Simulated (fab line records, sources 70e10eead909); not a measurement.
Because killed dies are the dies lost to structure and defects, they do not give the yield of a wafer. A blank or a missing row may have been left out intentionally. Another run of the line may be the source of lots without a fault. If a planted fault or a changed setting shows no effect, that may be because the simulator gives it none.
Which tool is to blame? || flow nand harc || Sampling: 14 lots, 42 wafers, 5 of 1159 route steps

WHAT THE GAUGES READ, wafer by wafer
NHARC_A_BLC_OVL_MEAS_11. Usual: overlay x nm 0.0 nm, standard deviation 0.8; overlay y nm 0.0 nm, standard deviation 0.78.
{"lot": "L840", "measured": "day 17 15:17", "on": "overlay-02", "overlay x nm (nm)": "1.6 1.7 1.8", "overlay y nm (nm)": "1.0 1.0 0.8", "flag": ""}
{"lot": "L841", "measured": "day 17 21:00", "on": "overlay-02", "overlay x nm (nm)": "0.4 0.3 0.1", "overlay y nm (nm)": "-0.3 0.6 0.4", "flag": ""}
{"lot": "L837", "measured": "day 18 03:05", "on": "overlay-02", "overlay x nm (nm)": "-0.3 -0.4 -0.1", "overlay y nm (nm)": "-0.8 -1.1 -0.5", "flag": ""}
{"lot": "L839", "measured": "day 18 05:19", "on": "overlay-02", "overlay x nm (nm)": "-0.7 -0.2 -0.7", "overlay y nm (nm)": "0.0 -1.1 -0.8", "flag": ""}
{"lot": "L842", "measured": "day 18 15:10", "on": "overlay-02", "overlay x nm (nm)": "-1.5 -0.8 -0.9", "overlay y nm (nm)": "1.0 0.7 0.5", "flag": ""}
{"lot": "L845", "measured": "day 19 02:01", "on": "overlay-02", "overlay x nm (nm)": "-0.4 -0.3 -0.3", "overlay y nm (nm)": "0.0 0.0 0.0", "flag": ""}
{"lot": "L844", "measured": "day 19 08:14", "on": "overlay-01", "overlay x nm (nm)": "0.3 0.2 -0.1", "overlay y nm (nm)": "-0.9 -0.8 -1.2", "flag": ""}
{"lot": "L846", "measured": "day 19 14:07", "on": "overlay-01", "overlay x nm (nm)": "-1.0 -0.5 -0.7", "overlay y nm (nm)": "1.7 1.3 1.7", "flag": ""}
{"lot": "L843", "measured": "day 19 14:28", "on": "overlay-01", "overlay x nm (nm)": "1.0 0.9 1.0", "overlay y nm (nm)": "-0.5 0.4 -0.1", "flag": ""}
{"lot": "L847", "measured": "day 20 02:13", "on": "overlay-01", "overlay x nm (nm)": "-0.3 0.1 0.5", "overlay y nm (nm)": "-0.3 -0.3 -0.7", "flag": ""}
{"lot": "L851", "measured": "day 20 02:49", "on": "overlay-01", "overlay x nm (nm)": "0.4 0.1 0.1", "overlay y nm (nm)": "-0.8 -1.5 -0.8", "flag": ""}
{"lot": "L852", "measured": "day 21 13:59", "on": "overlay-02", "overlay x nm (nm)": "-0.6 -0.2 -1.1", "overlay y nm (nm)": "-0.4 -0.5 -0.8", "flag": ""}
{"lot": "L859", "measured": "day 22 13:17", "on": "overlay-02", "overlay x nm (nm)": "-1.7 -0.9 -0.9", "overlay y nm (nm)": "0.1 0.6 0.4", "flag": ""}
{"lot": "L858", "measured": "day 22 21:47", "on": "overlay-01", "overlay x nm (nm)": "0.0 0.2 0.7", "overlay y nm (nm)": "0.8 1.4 0.6", "flag": ""}

NHARC_A_BLC_INSPECT_12. Usual: raw defect count at 30, with a standard deviation of 13.
{"lot": "L840", "measured": "day 17 15:19", "on": "defect inspect-01", "raw defect count": "29 16 21", "flag": ""}
{"lot": "L841", "measured": "day 17 21:02", "on": "defect inspect-02", "raw defect count": "14 8 15", "flag": ""}
{"lot": "L837", "measured": "day 18 03:07", "on": "defect inspect-02", "raw defect count": "41 29 30", "flag": ""}
{"lot": "L839", "measured": "day 18 05:22", "on": "defect inspect-01", "raw defect count": "23 23 27", "flag": ""}
{"lot": "L842", "measured": "day 18 15:13", "on": "defect inspect-01", "raw defect count": "13 14 17", "flag": ""}
{"lot": "L845", "measured": "day 19 02:02", "on": "defect inspect-02", "raw defect count": "37 58 31", "flag": ""}
{"lot": "L844", "measured": "day 19 08:17", "on": "defect inspect-02", "raw defect count": "24 15 22", "flag": ""}
{"lot": "L846", "measured": "day 19 14:11", "on": "defect inspect-01", "raw defect count": "25 28 27", "flag": ""}
{"lot": "L843", "measured": "day 19 14:30", "on": "defect inspect-01", "raw defect count": "28 32 27", "flag": ""}
{"lot": "L847", "measured": "day 20 02:16", "on": "defect inspect-01", "raw defect count": "54 62 60", "flag": ""}
{"lot": "L851", "measured": "day 20 02:51", "on": "defect inspect-01", "raw defect count": "26 22 23", "flag": ""}
{"lot": "L852", "measured": "day 21 14:01", "on": "defect inspect-01", "raw defect count": "30 36 21", "flag": ""}
{"lot": "L859", "measured": "day 22 13:20", "on": "defect inspect-01", "raw defect count": "33 34 31", "flag": ""}
{"lot": "L858", "measured": "day 22 21:50", "on": "defect inspect-01", "raw defect count": "47 51 35", "flag": ""}

NHARC_A_M0_CD_MEAS_09: target cd 80 nm. Usual: cd nm at 79.6 nm, with a standard deviation of 0.77.
{"lot": "L840", "measured": "day 17 19:15", "on": "cd sem-01", "cd nm (nm)": "78.9 78.9 78.4", "flag": ""}
{"lot": "L841", "measured": "day 18 04:49", "on": "cd sem-02", "cd nm (nm)": "80.2 79.1 79.4", "flag": ""}
{"lot": "L837", "measured": "day 18 07:19", "on": "cd sem-02", "cd nm (nm)": "79.8 80.3 80.3", "flag": ""}
{"lot": "L839", "measured": "day 18 14:58", "on": "cd sem-03", "cd nm (nm)": "78.9 79.4 79.9", "flag": ""}
{"lot": "L842", "measured": "day 18 22:44", "on": "cd sem-03", "cd nm (nm)": "79.3 79.6 77.8", "flag": ""}
{"lot": "L845", "measured": "day 19 07:57", "on": "cd sem-02", "cd nm (nm)": "80.4 79.9 80.0", "flag": ""}
{"lot": "L844", "measured": "day 19 13:59", "on": "cd sem-03", "cd nm (nm)": "78.5 79.2 79.0", "flag": ""}
{"lot": "L846", "measured": "day 19 18:06", "on": "cd sem-01", "cd nm (nm)": "80.1 79.0 79.2", "flag": ""}
{"lot": "L843", "measured": "day 19 18:37", "on": "cd sem-01", "cd nm (nm)": "79.3 78.9 79.7", "flag": ""}
{"lot": "L847", "measured": "day 20 07:47", "on": "cd sem-01", "cd nm (nm)": "78.8 78.6 77.3", "flag": ""}
{"lot": "L851", "measured": "day 20 07:56", "on": "cd sem-03", "cd nm (nm)": "79.5 79.0 79.3", "flag": ""}
{"lot": "L852", "measured": "day 21 18:13", "on": "cd sem-01", "cd nm (nm)": "41.2 41.0 41.6", "flag": "OFF"}
{"lot": "L859", "measured": "day 22 18:20", "on": "cd sem-02", "cd nm (nm)": "79.1 80.0 80.1", "flag": ""}
{"lot": "L858", "measured": "day 23 01:54", "on": "cd sem-02", "cd nm (nm)": "51.8 51.0 50.9", "flag": "OFF"}

WHAT TOOL EACH LOT RAN ON (gives the tool, then ch and the chambers of the sampled wafers, and finally the start)
{"lot": "L840", "NHARC_A_BLC_ETCH_16": "rie diel-02 ch 0,1,2, day 17 15:28", "NHARC_A_M0_EXPOSE_06": "arfi scanner-03 ch 0, day 17 19:07"}
{"lot": "L841", "NHARC_A_BLC_ETCH_16": "rie diel-04 ch 1,2,3, day 17 21:11", "NHARC_A_M0_EXPOSE_06": "arfi scanner-01 ch 0, day 18 04:40"}
{"lot": "L837", "NHARC_A_BLC_ETCH_16": "rie diel-04 ch 0,2, day 18 03:17", "NHARC_A_M0_EXPOSE_06": "arfi scanner-01 ch 0, day 18 07:11"}
{"lot": "L839", "NHARC_A_BLC_ETCH_16": "rie diel-04 ch 0,2,3, day 18 05:31", "NHARC_A_M0_EXPOSE_06": "arfi scanner-02 ch 0, day 18 14:49"}
{"lot": "L842", "NHARC_A_BLC_ETCH_16": "rie diel-04 ch 1,2, day 18 15:23", "NHARC_A_M0_EXPOSE_06": "arfi scanner-03 ch 0, day 18 22:36"}
{"lot": "L845", "NHARC_A_BLC_ETCH_16": "rie diel-04 ch 0,1,3, day 19 02:12", "NHARC_A_M0_EXPOSE_06": "arfi scanner-01 ch 0, day 19 07:49"}
{"lot": "L844", "NHARC_A_BLC_ETCH_16": "rie diel-02 ch 0,2,3, day 19 08:26", "NHARC_A_M0_EXPOSE_06": "arfi scanner-01 ch 0, day 19 13:51"}
{"lot": "L846", "NHARC_A_BLC_ETCH_16": "rie diel-04 ch 0,1,2, day 19 14:20", "NHARC_A_M0_EXPOSE_06": "arfi scanner-03 ch 0, day 19 17:58"}
{"lot": "L843", "NHARC_A_BLC_ETCH_16": "rie diel-02 ch 0,2, day 19 14:47", "NHARC_A_M0_EXPOSE_06": "arfi scanner-01 ch 0, day 19 18:28"}
{"lot": "L847", "NHARC_A_BLC_ETCH_16": "rie diel-04 ch 1,2,3, day 20 02:25", "NHARC_A_M0_EXPOSE_06": "arfi scanner-03 ch 0, day 20 07:38"}
{"lot": "L851", "NHARC_A_BLC_ETCH_16": "rie diel-04 ch 0,2, day 20 03:10", "NHARC_A_M0_EXPOSE_06": "arfi scanner-02 ch 0, day 20 07:47"}
{"lot": "L852", "NHARC_A_BLC_ETCH_16": "rie diel-02 ch 1,2,3, day 21 14:11", "NHARC_A_M0_EXPOSE_06": "arfi scanner-02 ch 0, day 21 18:04"}
{"lot": "L859", "NHARC_A_BLC_ETCH_16": "rie diel-04 ch 2,3, day 22 13:29", "NHARC_A_M0_EXPOSE_06": "arfi scanner-01 ch 0, day 22 18:12"}
{"lot": "L858", "NHARC_A_BLC_ETCH_16": "rie diel-04 ch 0,1,2, day 22 22:00", "NHARC_A_M0_EXPOSE_06": "arfi scanner-02 ch 0, day 23 01:46"}
- NHARC_A_BLC_ETCH_16: etches the open film in CF4, target depth 39 nm, time 65 s.
- NHARC_A_M0_EXPOSE_06: exposes mask A M0, target cd 80 nm.

AS READ BY THE TOOLS THEMSELVES (means over the sampled wafers that have a number; for cases with no such wafer, the mark the record gives instead)
NHARC_A_BLC_ETCH_16. Usual: drypump motor current A 5.6 A, standard deviation 0.48; mfc ar sccm 0.005 sccm, standard deviation 0.0072; oes product au 1.005 a.u., standard deviation 0.011; rf vpp V 151.1 V, standard deviation 1.3; showerhead plenum p Torr 1.75 Torr, standard deviation 0.085; throttle valve pct 13.282 %, standard deviation 0.009.
{"lot": "L840", "tool": "rie diel-02", "drypump motor current A (A)": 6.0, "mfc ar sccm (sccm)": 0.004, "oes product au (a.u.)": 1.011, "rf vpp V (V)": 150.9, "showerhead plenum p Torr (Torr)": 1.70, "throttle valve pct (%)": 13.276, "flag": ""}
{"lot": "L841", "tool": "rie diel-04", "drypump motor current A (A)": 5.7, "mfc ar sccm (sccm)": 0.006, "oes product au (a.u.)": 1.004, "rf vpp V (V)": 152.4, "showerhead plenum p Torr (Torr)": 1.78, "throttle valve pct (%)": 13.281, "flag": ""}
{"lot": "L837", "tool": "rie diel-04", "drypump motor current A (A)": 5.2, "mfc ar sccm (sccm)": 0.000, "oes product au (a.u.)": 0.999, "rf vpp V (V)": 150.6, "showerhead plenum p Torr (Torr)": 1.72, "throttle valve pct (%)": 13.269, "flag": ""}
{"lot": "L839", "tool": "rie diel-04", "drypump motor current A (A)": 5.6, "mfc ar sccm (sccm)": 0.005, "oes product au (a.u.)": 0.996, "rf vpp V (V)": 151.8, "showerhead plenum p Torr (Torr)": 1.73, "throttle valve pct (%)": 13.285, "flag": ""}
{"lot": "L842", "tool": "rie diel-04", "drypump motor current A (A)": 5.6, "mfc ar sccm (sccm)": 0.001, "oes product au (a.u.)": 0.993, "rf vpp V (V)": 152.6, "showerhead plenum p Torr (Torr)": 1.84, "throttle valve pct (%)": 13.280, "flag": ""}
{"lot": "L845", "tool": "rie diel-04", "drypump motor current A (A)": 5.3, "mfc ar sccm (sccm)": 0.006, "oes product au (a.u.)": 1.009, "rf vpp V (V)": 150.5, "showerhead plenum p Torr (Torr)": 1.71, "throttle valve pct (%)": 13.285, "flag": ""}
{"lot": "L844", "tool": "rie diel-02", "drypump motor current A (A)": 5.8, "mfc ar sccm (sccm)": 0.011, "oes product au (a.u.)": 1.017, "rf vpp V (V)": 151.2, "showerhead plenum p Torr (Torr)": 1.75, "throttle valve pct (%)": 13.280, "flag": ""}
{"lot": "L846", "tool": "rie diel-04", "drypump motor current A (A)": 5.3, "mfc ar sccm (sccm)": 0.001, "oes product au (a.u.)": 0.995, "rf vpp V (V)": 151.5, "showerhead plenum p Torr (Torr)": 1.77, "throttle valve pct (%)": 13.278, "flag": ""}
{"lot": "L843", "tool": "rie diel-02", "drypump motor current A (A)": 5.7, "mfc ar sccm (sccm)": 0.008, "oes product au (a.u.)": 1.011, "rf vpp V (V)": 150.3, "showerhead plenum p Torr (Torr)": 1.70, "throttle valve pct (%)": 13.286, "flag": ""}
{"lot": "L847", "tool": "rie diel-04", "drypump motor current A (A)": 5.7, "mfc ar sccm (sccm)": 0.006, "oes product au (a.u.)": 1.004, "rf vpp V (V)": 150.8, "showerhead plenum p Torr (Torr)": 1.78, "throttle valve pct (%)": 13.283, "flag": ""}
{"lot": "L851", "tool": "rie diel-04", "drypump motor current A (A)": 5.5, "mfc ar sccm (sccm)": 0.000, "oes product au (a.u.)": 0.998, "rf vpp V (V)": 151.4, "showerhead plenum p Torr (Torr)": 1.79, "throttle valve pct (%)": 13.276, "flag": ""}
{"lot": "L852", "tool": "rie diel-02", "drypump motor current A (A)": 6.0, "mfc ar sccm (sccm)": 0.007, "oes product au (a.u.)": 1.003, "rf vpp V (V)": 150.7, "showerhead plenum p Torr (Torr)": 1.75, "throttle valve pct (%)": 13.282, "flag": ""}
{"lot": "L859", "tool": "rie diel-04", "drypump motor current A (A)": 5.9, "mfc ar sccm (sccm)": 0.011, "oes product au (a.u.)": 1.014, "rf vpp V (V)": 150.1, "showerhead plenum p Torr (Torr)": 1.74, "throttle valve pct (%)": 13.289, "flag": ""}
{"lot": "L858", "tool": "rie diel-04", "drypump motor current A (A)": 5.3, "mfc ar sccm (sccm)": 0.001, "oes product au (a.u.)": 0.997, "rf vpp V (V)": 151.2, "showerhead plenum p Torr (Torr)": 1.77, "throttle valve pct (%)": 13.282, "flag": ""}

NHARC_A_M0_EXPOSE_06. Usual: exposure dose mJ cm2 83.17, standard deviation 0.078; focus offset nm 0.0 nm, standard deviation 0.5.
{"lot": "L840", "tool": "arfi scanner-03", "exposure dose mJ cm2": 83.17, "focus offset nm (nm)": 0.4, "flag": ""}
{"lot": "L841", "tool": "arfi scanner-01", "exposure dose mJ cm2": 83.12, "focus offset nm (nm)": -0.2, "flag": ""}
{"lot": "L837", "tool": "arfi scanner-01", "exposure dose mJ cm2": 83.20, "focus offset nm (nm)": 0.0, "flag": ""}
{"lot": "L839", "tool": "arfi scanner-02", "exposure dose mJ cm2": 83.24, "focus offset nm (nm)": 0.0, "flag": ""}
{"lot": "L842", "tool": "arfi scanner-03", "exposure dose mJ cm2": 83.23, "focus offset nm (nm)": -0.4, "flag": ""}
{"lot": "L845", "tool": "arfi scanner-01", "exposure dose mJ cm2": 83.22, "focus offset nm (nm)": 0.9, "flag": ""}
{"lot": "L844", "tool": "arfi scanner-01", "exposure dose mJ cm2": 83.18, "focus offset nm (nm)": -0.1, "flag": ""}
{"lot": "L846", "tool": "arfi scanner-03", "exposure dose mJ cm2": 83.28, "focus offset nm (nm)": -0.1, "flag": ""}
{"lot": "L843", "tool": "arfi scanner-01", "exposure dose mJ cm2": 83.21, "focus offset nm (nm)": -0.5, "flag": ""}
{"lot": "L847", "tool": "arfi scanner-03", "exposure dose mJ cm2": 83.13, "focus offset nm (nm)": 0.1, "flag": ""}
{"lot": "L851", "tool": "arfi scanner-02", "exposure dose mJ cm2": 83.18, "focus offset nm (nm)": -0.3, "flag": ""}
{"lot": "L852", "tool": "arfi scanner-02", "exposure dose mJ cm2": 45.79, "focus offset nm (nm)": 0.4, "flag": "OFF"}
{"lot": "L859", "tool": "arfi scanner-01", "exposure dose mJ cm2": 83.02, "focus offset nm (nm)": 0.2, "flag": ""}
{"lot": "L858", "tool": "arfi scanner-02", "exposure dose mJ cm2": 53.19, "focus offset nm (nm)": 0.0, "flag": "OFF"}

THE ANSWER, worked out from the rows above alone
Rule: a lot counts as off when the mean over its wafers that have a number is more than 3 standard deviations away from the usual mean. Also off: a lot with no number at a reading for which 4 or more lots have one. Any other lot the step has rows for is counted as sound. The gauges are gone through in route order, then the tools' own readings, and for those a lot's mean is taken as printed above. At the first step where some lot is off, the reading lying furthest off is the one used; lots without a number count as furthest.
Off at NHARC_A_M0_CD_MEAS_09 (cd nm): L852, L858.
A tool fits if, at a process step before that reading, it ran every lot that is off, and no sound lot after the first of them. The gauges at NHARC_A_M0_CD_MEAS_09 aren't tried: what is off there is off at NHARC_A_M0_EXPOSE_06 too, on other tools, and a gauge's error can't cause that. One candidate fits, namely arfi scanner-02 at NHARC_A_M0_EXPOSE_06. A fault onset in the window from L851 (day 20 07:47, its last sound lot) to L852 (day 21 18:04, its first lot off) fits.
The tool's own readings at NHARC_A_M0_EXPOSE_06 bear it out: on the lots that are off they differ by more than 5 times the standard deviation of the sound lots' means. exposure dose mJ cm2 reads 49.49 there against 83.18 on the sound lots.

WHAT THE SIMULATOR HAD INSERTED
Process parameter drift: arfi scanner-02, from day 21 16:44 on, at NHARC_A_M0_EXPOSE_06. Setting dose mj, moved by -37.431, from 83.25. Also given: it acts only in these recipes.
Struck lots among those shown: L852, L858. Same finding as the rule above.
